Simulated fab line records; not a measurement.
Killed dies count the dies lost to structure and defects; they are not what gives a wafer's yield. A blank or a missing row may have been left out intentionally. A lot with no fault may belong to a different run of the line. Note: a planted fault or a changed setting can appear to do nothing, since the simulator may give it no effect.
fab line records ; flow nand-harc
record lots=10; wafers=30; last-day=33
route steps=1302 shown P_BONDPAD@378 THIN_TSV@1271 END@1301
lots untouched by any fault: they come from a run of this same line in which no faults occurred
start-h: hours from the record's first day to the start of the lot's first wafer shown ; wait-h: how many hours have passed since the lot's step before this one ; " repeats the value in the row above ; L1.1+2: one row covering several wafers at once ; - no value, or no start given ; * or withheld: withheld ; < > ~ a bound
route shown NAME@n: NAME is a module with steps in the file, n the number in the route of the first one ; usual: mean and standard deviation over wafers with no fault ; same: alike in all rows ; chamber/n: place in a boat ; sites: each site's reading ; _std_site: how widely they spread, as a standard deviation ; _edge_site: mean of outer sites minus mean of inner sites ; radius-mm: for every site, how far away it sits from the centre of the wafer ; mask NAME#n: copy n ; behind: the tool/chamber that last shaped the wafer ; hold: the reason the lot was held/the length of the hold in hours/how it ended ; device: which transistor (n, p or np) failed to switch ; end of line: tests of these same wafers at the route's end ; a step with no rows: only its recipe ; killed: not the wafer's yield, but the dies lost to structure and defects at the first sort ; map: a wafer's dies, marking killed ones x, the rest . and places with no die _
set.NAME: setting as actually run; set.NAME@STEP: the setting as run at that earlier step ; model.NAME: the simulator's own value behind a step, which no gauge read
one table for each step of the route and one row for each wafer, over a sample of lots
services: the hour from which a tool's chamber was out of use, counted from the record's first day as start-h (under 0 if before that day), plus the number of hours and why
## steps
# step NHARC_P_BONDPAD_ECD_18
# recipe target-thk-a=4000; bath-temp-c=25; material=Cu
# usual bath-heat-duty-pct=6.1/0.83; bath-temp-c=25.03/0.11
lot.wafer;tool;chamber;start-h;wait-h;bath-heat-duty-pct;bath-temp-c
L669.2;ecd-cu-02;1;156.11;-;7.2;24.99
L669.3;ecd-cu-02;0;156.11;-;5.6;24.97
L669.4;ecd-cu-02;1;156.11;-;6.4;25.02
L671.2;ecd-cu-02;0;174.33;-;5.2;24.97
L671.3;ecd-cu-02;1;174.33;-;7.2;25.10
L671.6;ecd-cu-02;0;174.33;-;5.8;25.03
L672.2;ecd-cu-01;1;190.23;-;6.3;25.03
L672.1;ecd-cu-01;0;190.23;-;5.5;25.09
L672.6;ecd-cu-01;1;190.23;-;6.5;25.19
L673.1;ecd-cu-01;0;200.99;-;5.1;24.89
L673.4;ecd-cu-01;0;200.99;-;6.4;25.03
L673.5;ecd-cu-01;1;200.99;-;6.2;24.97
L674.1;ecd-cu-01;0;206.02;-;5.8;24.86
L674.4;ecd-cu-01;0;206.02;-;5.4;24.96
L674.6;ecd-cu-01;0;206.02;-;5.9;24.89
L676.2;ecd-cu-01;1;228.86;-;4.9;25.09
L676.4;ecd-cu-01;1;228.86;-;6.3;25.04
L676.6;ecd-cu-01;0;228.86;-;5.5;25.07
L677.3;ecd-cu-01;0;244.52;-;5.4;24.79
L677.4;ecd-cu-01;1;244.52;-;6.2;25.19
L677.5;ecd-cu-01;0;244.52;-;5.9;25.02
L678.1;ecd-cu-01;1;245.27;-;6.1;24.98
L678.4;ecd-cu-01;1;245.27;-;5.8;25.11
L678.5;ecd-cu-01;0;245.27;-;5.8;25.05
L686.1;ecd-cu-01;1;324.40;-;6.6;25.13
L686.2;ecd-cu-01;0;324.40;-;5.3;25.03
L686.3;ecd-cu-01;1;324.40;-;6.3;25.00
L688.3;ecd-cu-01;0;356.68;-;5.6;24.98
L688.6;ecd-cu-01;1;356.68;-;6.3;24.96
L688.5;ecd-cu-01;0;356.68;-;6.5;25.00
# step NHARC_THIN_TSV_PRE_CLEAN_50
# recipe time-s=30; temp-c=280; gas=H2/He
# usual heater-power-w=412/31
lot.wafer;tool;chamber;start-h;wait-h;heater-power-w
L669.2;pvd-sputter-02;-;-;-;369
L669.4;pvd-sputter-02;-;-;-;424
L669.3;pvd-sputter-02;-;-;-;409
L671.2;pvd-sputter-02;-;-;-;379
L671.3;pvd-sputter-02;-;-;-;405
L671.6;pvd-sputter-02;-;-;-;418
L672.1;pvd-sputter-01;-;-;-;463
L672.2;pvd-sputter-01;-;-;-;457
L672.6;pvd-sputter-01;-;-;-;374
L673.4;pvd-sputter-01;-;618.85;0.1;478
L673.1;pvd-sputter-01;-;618.85;0.1;452
L673.5;pvd-sputter-01;-;618.85;0.1;368
L674.4;pvd-sputter-01;-;-;-;468
L674.1;pvd-sputter-01;-;-;-;461
L674.6;pvd-sputter-01;-;-;-;371
L678.1;pvd-sputter-02;-;-;-;376
L678.4;pvd-sputter-02;-;-;-;420
L678.5;pvd-sputter-02;-;-;-;375
L677.4;pvd-sputter-01;-;-;-;464
L677.3;pvd-sputter-01;-;-;-;457
L677.5;pvd-sputter-01;-;-;-;414
L676.2;pvd-sputter-03;-;-;-;402
L676.4;pvd-sputter-03;-;-;-;380
L676.6;pvd-sputter-03;-;-;-;404
L686.3;pvd-sputter-03;-;-;-;445
L686.1;pvd-sputter-03;-;-;-;470
L686.2;pvd-sputter-03;-;-;-;393
L688.3;pvd-sputter-02;-;-;-;416
L688.6;pvd-sputter-02;-;-;-;416
L688.5;pvd-sputter-02;-;-;-;421
# step NHARC_THIN_TSV_ETCH_36
# recipe target-depth-a=650; over-etch-frac=0.3; time-s=18.571; ion-energy-ev=150; chemistry=Cl2/BCl3
# usual drypump-motor-current-A=5.7/0.46; he-backside-leak-sccm=3.44/0.28; oes-product-au=0.998/0.0073
# same over-etch-frac=0.3
lot.wafer;tool;chamber;start-h;wait-h;drypump-motor-current-A;he-backside-leak-sccm;oes-product-au;rf-hours-counter-h
L669.2;rie-metal-03;0;569.68;0.2;5.1;3.49;1.007;1.1
L669.4;rie-metal-03;1;569.68;0.2;6.4;3.12;1.001;-
L669.3;rie-metal-03;0;569.68;0.2;5.1;3.54;1.006;-
L671.2;rie-metal-01;0;603.37;0.2;5.6;3.64;0.987;0.2
L671.3;rie-metal-01;1;603.37;0.2;5.3;3.46;0.987;-
L671.6;rie-metal-01;1;603.37;0.2;5.3;3.44;0.989;-
L672.2;rie-metal-01;1;615.82;0.2;5.3;3.41;1.001;0.4
L672.1;rie-metal-01;0;615.82;0.2;5.6;3.64;1.000;0.4
L672.6;rie-metal-01;1;615.82;0.2;5.3;3.12;1.003;-
L673.1;rie-metal-01;1;622.56;0.2;5.3;3.18;1.002;0.6
L673.4;rie-metal-01;1;622.56;0.2;5.3;3.22;0.994;-
L673.5;rie-metal-01;1;622.56;0.2;5.3;3.07;0.989;-
L674.1;rie-metal-02;1;623.45;0.2;6.1;3.54;0.985;2.9
L674.4;rie-metal-02;1;623.45;0.2;6.1;3.38;0.984;-
L674.6;rie-metal-02;1;623.45;0.2;6.1;3.48;0.979;-
L678.1;rie-metal-02;1;646.09;0.2;6.1;3.41;0.997;0.2
L678.4;rie-metal-02;1;646.09;0.2;6.0;3.38;1.002;-
L678.5;rie-metal-02;1;646.09;0.2;6.1;3.54;1.003;-
L677.4;rie-metal-03;0;650.15;0.1;5.1;3.45;1.010;-
L677.3;rie-metal-03;1;650.15;0.1;6.4;3.61;1.004;-
L677.5;rie-metal-03;1;650.15;0.1;6.4;3.58;0.999;-
L676.2;rie-metal-02;0;656.28;0.2;5.5;3.55;0.987;0.4
L676.4;rie-metal-02;1;656.28;0.2;6.1;3.54;0.989;-
L676.6;rie-metal-02;1;656.28;0.2;6.1;3.43;0.993;-
L686.1;rie-metal-02;0;752.94;0.2;5.5;3.50;1.008;2.0
L686.2;rie-metal-02;1;752.94;0.2;6.1;3.48;0.994;1.6
L686.3;rie-metal-02;1;752.94;0.2;6.1;3.43;0.998;-
L688.3;rie-metal-03;1;769.11;0.2;6.4;3.20;1.014;-
L688.6;rie-metal-03;0;769.11;0.2;5.1;3.41;1.001;-
L688.5;rie-metal-03;1;769.11;0.2;6.4;3.11;0.997;-
# step NHARC_END_WLT_00
# usual VT_DECK1_BOTTOM=0.870/0.0061; VT_DECK1_BOTTOM_INNER=0.871/0.0065; VT_DECK1_MEDIAN_NEAR_BOTTOM=0.871/0.0066; VT_DECK1_MEDIAN_NEAR_BOTTOM_INNER=0.871/0.0061; VT_DECK1_MIDDLE=0.884/0.006; VT_DECK1_MIDDLE_INNER=0.884/0.0067; VT_DECK1_TOP=0.895/0.0068; VT_DECK1_TOP_INNER=0.895/0.0065; VT_DECK2_BOTTOM=0.873/0.0075; VT_DECK2_BOTTOM_INNER=0.872/0.0079; VT_DECK2_MEDIAN_NEAR_BOTTOM=0.874/0.0076; VT_DECK2_MEDIAN_NEAR_BOTTOM_INNER=0.874/0.0073; VT_DECK2_MIDDLE=0.886/0.0079; VT_DECK2_MIDDLE_INNER=0.886/0.007; VT_DECK2_TOP=0.898/0.0081; VT_DECK2_TOP_INNER=0.898/0.0083
lot.wafer;tool;chamber;start-h;wait-h;VT_DECK1_BOTTOM;VT_DECK1_BOTTOM_INNER;VT_DECK1_MEDIAN_NEAR_BOTTOM;VT_DECK1_MEDIAN_NEAR_BOTTOM_INNER;VT_DECK1_MIDDLE;VT_DECK1_MIDDLE_INNER;VT_DECK1_TOP;VT_DECK1_TOP_INNER;VT_DECK2_BOTTOM;VT_DECK2_BOTTOM_INNER;VT_DECK2_MEDIAN_NEAR_BOTTOM;VT_DECK2_MEDIAN_NEAR_BOTTOM_INNER;VT_DECK2_MIDDLE;VT_DECK2_MIDDLE_INNER;VT_DECK2_TOP;VT_DECK2_TOP_INNER
L669.2;prober-02;-;574.70;0.6;0.873;0.873;0.869;0.869;0.887;0.889;0.895;0.901;0.870;0.867;0.877;0.865;0.886;0.883;0.891;0.895
L669.3;prober-02;-;574.70;0.6;0.870;0.874;0.881;0.872;0.890;0.886;0.897;0.896;0.876;0.875;0.867;0.868;0.890;0.883;0.896;0.898
L669.4;prober-02;-;574.70;0.6;0.873;0.875;0.883;0.874;0.888;0.887;0.900;0.888;0.876;0.865;0.874;0.865;0.884;0.883;0.895;0.899
L671.2;prober-01;-;613.46;0.6;0.865;0.867;0.870;0.869;0.881;0.884;0.891;0.890;0.870;0.866;0.878;0.872;0.889;0.886;0.902;0.892
L671.3;prober-01;-;613.46;0.6;0.858;0.865;0.862;0.859;0.886;0.887;0.895;0.890;0.865;0.872;0.873;0.875;0.884;0.891;0.895;0.897
L671.6;prober-01;-;615.49;2.6;0.854;0.877;0.862;0.873;0.878;0.882;0.886;0.881;0.877;0.869;0.870;0.873;0.889;0.888;0.892;0.891
L672.1;prober-02;-;621.38;0.1;0.864;0.868;0.865;0.866;0.880;0.885;0.899;0.894;0.862;0.866;0.868;0.865;0.881;0.880;0.887;0.897
L672.2;prober-02;-;621.38;0.1;0.859;0.872;0.864;0.869;0.878;0.890;0.886;0.893;0.865;0.871;0.860;0.864;0.878;0.875;0.886;0.889
L672.6;prober-02;-;623.90;2.6;0.872;0.869;0.876;0.874;0.890;0.878;0.887;0.891;0.866;0.867;0.864;0.866;0.884;0.876;0.887;0.890
L673.1;prober-01;-;629.63;0.0;0.869;0.867;0.864;0.868;0.884;0.877;0.892;0.887;0.875;0.875;0.877;0.877;0.883;0.892;0.900;0.890
L673.4;prober-01;-;631.13;1.5;0.862;0.869;0.864;0.864;0.879;0.874;0.890;0.895;0.872;0.879;0.879;0.873;0.886;0.887;0.901;0.905
L673.5;prober-01;-;631.13;1.5;0.871;0.867;0.875;0.873;0.879;0.876;0.893;0.899;0.869;0.876;0.873;0.870;0.893;0.879;0.904;0.907
L674.1;prober-02;-;629.65;0.1;0.871;0.873;0.878;0.873;0.882;0.880;0.894;0.895;0.863;0.865;0.858;0.865;0.871;0.871;0.891;0.880
L674.4;prober-02;-;631.14;1.6;0.871;0.865;0.870;0.870;0.885;0.884;0.898;0.896;0.866;0.868;0.863;0.865;0.882;0.877;0.897;0.889
L674.6;prober-02;-;632.14;2.5;0.872;0.873;0.872;0.874;0.884;0.891;0.897;0.895;0.868;0.863;0.868;0.865;0.880;0.874;0.894;0.894
L678.1;prober-02;-;653.19;0.1;0.865;0.866;0.868;0.867;0.882;0.884;0.895;0.896;0.868;0.864;0.878;0.866;0.885;0.882;0.896;0.883
L678.4;prober-02;-;654.71;1.6;0.864;0.867;0.863;0.869;0.881;0.877;0.894;0.891;0.869;0.871;0.864;0.870;0.884;0.885;0.896;0.898
L678.5;prober-02;-;654.71;1.6;0.869;0.864;0.869;0.866;0.879;0.888;0.891;0.893;0.865;0.871;0.867;0.865;0.879;0.880;0.898;0.900
L677.3;prober-01;-;654.18;1.0;0.864;0.866;0.865;0.861;0.879;0.879;0.900;0.901;0.866;0.860;0.864;0.863;0.876;0.874;0.890;0.884
L677.4;prober-01;-;654.18;1.0;0.865;0.867;0.870;0.863;0.882;0.883;0.898;0.905;0.863;0.870;0.857;0.862;0.884;0.868;0.889;0.889
L677.5;prober-01;-;654.18;1.0;0.867;0.869;0.861;0.871;0.888;0.884;0.890;0.889;0.858;0.861;0.857;0.863;0.882;0.874;0.894;0.893
L676.2;prober-01;-;662.43;0.5;0.873;0.874;0.874;0.874;0.886;0.890;0.897;0.906;0.877;0.874;0.865;0.870;0.884;0.881;0.892;0.897
L676.4;prober-01;-;662.43;0.5;0.872;0.879;0.880;0.879;0.889;0.877;0.898;0.892;0.868;0.872;0.877;0.871;0.890;0.882;0.902;0.892
L676.6;prober-01;-;664.42;2.5;0.878;0.878;0.878;0.877;0.896;0.886;0.902;0.900;0.868;0.877;0.869;0.877;0.890;0.886;0.901;0.905
L686.1;prober-01;-;758.55;0.0;0.880;0.885;0.883;0.887;0.889;0.897;0.906;0.905;0.866;0.871;0.867;0.869;0.877;0.886;0.888;0.892
L686.2;prober-01;-;758.55;0.0;0.881;0.882;0.890;0.880;0.893;0.897;0.905;0.903;0.872;0.867;0.880;0.868;0.883;0.878;0.885;0.892
L686.3;prober-01;-;758.55;0.0;0.881;0.874;0.882;0.875;0.892;0.893;0.903;0.910;0.869;0.872;0.869;0.871;0.889;0.888;0.892;0.889
L688.3;prober-02;-;775.57;1.0;0.873;0.869;0.869;0.872;0.880;0.886;0.893;0.895;0.871;0.879;0.876;0.874;0.894;0.894;0.906;0.895
L688.5;prober-02;-;775.57;1.0;0.874;0.871;0.871;0.872;0.884;0.878;0.892;0.899;0.872;0.875;0.882;0.877;0.898;0.891;0.905;0.911
L688.6;prober-02;-;775.57;1.0;0.874;0.868;0.875;0.870;0.887;0.892;0.892;0.896;0.883;0.876;0.872;0.887;0.896;0.887;0.903;0.908
# step NHARC_END_SORT_01
# recipe temp-c=25
# usual defect-limited-yield=92/3; killed-at-array=52/20; killed-at-other=1.0/1.3; killed-at-periphery=3.7/2.2; killed-dies=57/20; killed-open=3.2/1.6; killed-short=2.4/1.6; sort_bin_2_pct=2.9/1.4; sort_bin_3_pct=0.6/0.41; sort_bin_4_pct=4.8/1.5; sort-n-pass=620/20; sort-rim-yield-pct=93/3.5; sort-yield-pct=92/3
# same gross-dies=677; sort_bin_5_pct[%]=0; sort_bin_6_pct[%]=0; sort_bin_7_pct[%]=0; sort_bin_8_pct[%]=0; sort-rim-n-gross=106.00
lot.wafer;tool;chamber;start-h;wait-h;defect-limited-yield[%];killed-at-array;killed-at-other;killed-at-periphery;killed-dies;killed-open;killed-short;sort_bin_2_pct[%];sort_bin_3_pct[%];sort_bin_4_pct[%];sort-n-pass;sort-rim-yield-pct[%];sort-yield-pct[%]
L671.2;prober-01;0;616.80;2.8;96;23;0;1;24;1;1;0.6;0.3;2.7;653;100;96
L671.3;prober-01;0;617.60;3.1;97;16;0;1;17;1;2;0.4;0.1;1.9;660;99;97
L671.6;prober-01;0;620.00;4.0;97;16;1;2;19;3;3;1.0;0;1.8;658;98;97
L678.1;prober-02;0;656.22;2.5;16;18;1;547;566;1;2;37.2;7.8;38.6;111;12;16
L678.4;prober-02;0;658.64;3.4;17;8;3;549;560;0;0;34.7;9.3;38.7;117;12;17
L678.5;prober-02;0;659.44;3.7;95;28;4;4;36;1;7;1.5;0.4;3.4;641;94;95
L677.3;prober-01;0;657.80;3.1;86;84;0;8;92;3;0;5.3;0.4;7.8;585;92;86
L677.4;prober-01;0;658.60;3.4;17;40;0;522;562;2;2;38.3;9.7;35.0;115;18;17
L677.5;prober-01;0;659.41;3.7;85;94;0;9;103;3;2;5.3;1.6;8.3;574;89;85
L676.2;prober-01;0;665.70;2.8;87;90;0;1;91;5;4;5.9;0.6;6.9;586;88;87
L676.4;prober-01;0;667.28;3.4;88;72;2;4;78;3;5;3.1;1.6;6.8;599;92;88
L676.6;prober-01;0;668.85;3.9;88;73;3;2;78;1;4;4.6;1.0;5.9;599;89;88
# killed by level:class
L671.2 A_CHANNEL_HOLE_D2:chamber-film-flake=8 A_CONTACT:chamber-film-flake=8 A_CHANNEL_HOLE_D1:chamber-film-flake=2 A_BLC:chamber-film-flake=2 A_ONON_D1:geometric-particle:short=1 A_DECK1_JOINT:geometric-particle:open=1 P_GATE:chamber-film-flake=1 A_SLIT:chamber-film-flake=1
L671.3 A_CHANNEL_HOLE_D2:chamber-film-flake=7 A_STAIRCASE:chamber-film-flake=3 A_CHANNEL_HOLE_D1:chamber-film-flake=2 A_CHANNEL_HOLE_D1:geometric-particle:open=1 A_ONON_D2:geometric-particle:short=1 A_STAIRCASE:geometric-particle:short=1 P_M0:chamber-film-flake=1 A_CONTACT:chamber-film-flake=1
L671.6 A_CHANNEL_HOLE_D2:chamber-film-flake=6 A_CONTACT:chamber-film-flake=3 A_BLC:geometric-particle:short=2 A_CHANNEL_HOLE_D1:chamber-film-flake=2 P_CONTACT:geometric-particle:short=1 A_DECK1_JOINT:geometric-particle:open=1 A_ONON_D2:geometric-particle:open=1 A_SGD_CUT:geometric-particle:open=1
L678.1 P_BONDPAD:unspecified=545 A_STAIRCASE:chamber-film-flake=4 A_CHANNEL_HOLE_D1:chamber-film-flake=4 A_BONDPAD:chamber-film-flake=4 A_CONTACT:chamber-film-flake=3 P_STI:geometric-particle:short=1 P_GATE:geometric-particle:open=1 A_CHANNEL_HOLE_D2:geometric-particle:short=1
L677.3 A_SLIT:chamber-film-flake=35 A_CHANNEL_HOLE_D1:chamber-film-flake=26 A_CHANNEL_HOLE_D2:chamber-film-flake=13 P_CONTACT:chamber-film-flake=6 A_STAIRCASE:chamber-film-flake=4 A_ZERO_WELL:chamber-film-flake=2 P_M0:geometric-particle:open=1 A_SGD_CUT:geometric-particle:open=1
L677.4 P_BONDPAD:unspecified=517 A_CHANNEL_HOLE_D1:chamber-film-flake=14 A_SLIT:chamber-film-flake=13 A_CHANNEL_HOLE_D2:chamber-film-flake=7 P_ZERO_WELL:chamber-film-flake=2 P_CONTACT:chamber-film-flake=2 A_STAIRCASE:chamber-film-flake=2 A_ONON_D1:geometric-particle:open=1
L678.4 P_BONDPAD:unspecified=547 A_CHANNEL_HOLE_D1:chamber-film-flake=4 THIN_TSV:chamber-film-flake=3 P_M2:chamber-film-flake=2 A_BONDPAD:chamber-film-flake=2 A_BLC:chamber-film-flake=1 A_STAIRCASE:chamber-film-flake=1
L677.5 A_SLIT:chamber-film-flake=34 A_CHANNEL_HOLE_D1:chamber-film-flake=27 A_CHANNEL_HOLE_D2:chamber-film-flake=20 P_CONTACT:chamber-film-flake=5 P_ZERO_WELL:chamber-film-flake=3 A_STAIRCASE:chamber-film-flake=3 A_ZERO_WELL:chamber-film-flake=2 A_CHANNEL_FILL_D1:geometric-particle:open=1
L678.5 A_CONTACT:chamber-film-flake=6 A_BONDPAD:chamber-film-flake=6 A_STAIRCASE:chamber-film-flake=5 THIN_TSV:chamber-film-flake=4 A_WL_FILL:geometric-particle:short=3 A_CHANNEL_HOLE_D1:chamber-film-flake=3 A_CHANNEL_FILL_D1:geometric-particle:short=2 P_M2:chamber-film-flake=2
L676.2 A_CHANNEL_HOLE_D1:chamber-film-flake=33 A_SLIT:chamber-film-flake=31 A_CHANNEL_HOLE_D2:chamber-film-flake=11 A_STAIRCASE:chamber-film-flake=2 A_WL_FILL:chamber-film-flake=2 A_ONON_D1:geometric-particle:open=1 A_CHANNEL_FILL_D1:geometric-particle:open=1 A_DECK1_JOINT:geometric-particle:short=1
L676.4 A_CHANNEL_HOLE_D1:chamber-film-flake=26 A_SLIT:chamber-film-flake=23 A_CHANNEL_HOLE_D2:chamber-film-flake=12 A_ONON_D2:geometric-particle:short=2 P_ZERO_WELL:chamber-film-flake=2 P_M0:geometric-particle:open=1 A_CHANNEL_HOLE_D1:geometric-particle:open=1 A_CHANNEL_FILL_D1:geometric-particle:short=1
L676.6 A_CHANNEL_HOLE_D1:chamber-film-flake=32 A_SLIT:chamber-film-flake=28 A_CHANNEL_HOLE_D2:chamber-film-flake=7 THIN_TSV:chamber-film-flake=3 A_CHANNEL_FILL_D2:geometric-particle:short=2 P_M2:geometric-particle:open=1 A_CHANNEL_FILL_D1:geometric-particle:short=1 A_DECK1_JOINT:geometric-particle:short=1
## services
tool;chamber;start-h;hours;kind
ecd-cu-01;-;134.96;0.7;repair
pvd-sputter-02;-;155.32;0.9;repair
ecd-cu-01;-;160.00;8.0;pm
pvd-sputter-02;-;161.48;2.3;repair
pvd-sputter-02;-;215.15;4.0;repair
pvd-sputter-01;-;226.00;10.0;pm
rie-metal-02;-;277.03;9.0;pm
pvd-sputter-02;-;289.35;10.0;pm
ecd-cu-01;-;301.33;4.1;repair
pvd-sputter-02;-;311.29;4.4;repair
ecd-cu-01;-;336.00;8.0;pm
pvd-sputter-01;-;396.92;4.0;repair
pvd-sputter-01;-;404.00;10.0;pm
ecd-cu-01;-;437.19;0.5;repair
pvd-sputter-01;-;437.71;4.5;repair
rie-metal-02;-;454.03;9.0;pm
ecd-cu-01;-;461.57;1.2;repair
pvd-sputter-02;-;467.35;10.0;pm
pvd-sputter-02;-;505.00;23.0;repair
ecd-cu-01;-;512.00;8.0;pm
rie-metal-02;1;525.58;15.5;repair
ecd-cu-01;-;530.62;0.3;repair
ecd-cu-01;-;546.32;2.3;repair
ecd-cu-01;-;688.07;8.0;pm
## key
first-sign step=NHARC_END_SORT_01; reading=killed-at-periphery; direction=up; sigmas=99+; usual=3.7; struck=539.3
effect step=NHARC_END_SORT_01; reading=defect-limited-yield; direction=down; sigmas=25; usual=92; struck=17
more-kills-born-at NHARC_P_BONDPAD_ECD_18@ecd-cu-01=1609
met-at NHARC_P_BONDPAD_ECD_18
struck-lots L677,L678
struck-wafers L677.4,L678.1,L678.4
not-acting-at NHARC_THIN_TSV_PRE_CLEAN_50,NHARC_THIN_TSV_ETCH_36,NHARC_END_WLT_00
onset-between 228.86 244.52
fault kind=chamber-particle-source; tool=ecd-cu-01; chamber=1; onset-h=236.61; steps=NHARC_P_BONDPAD_ECD_18; rate-per-visit-cm2=1.8432; end-h=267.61
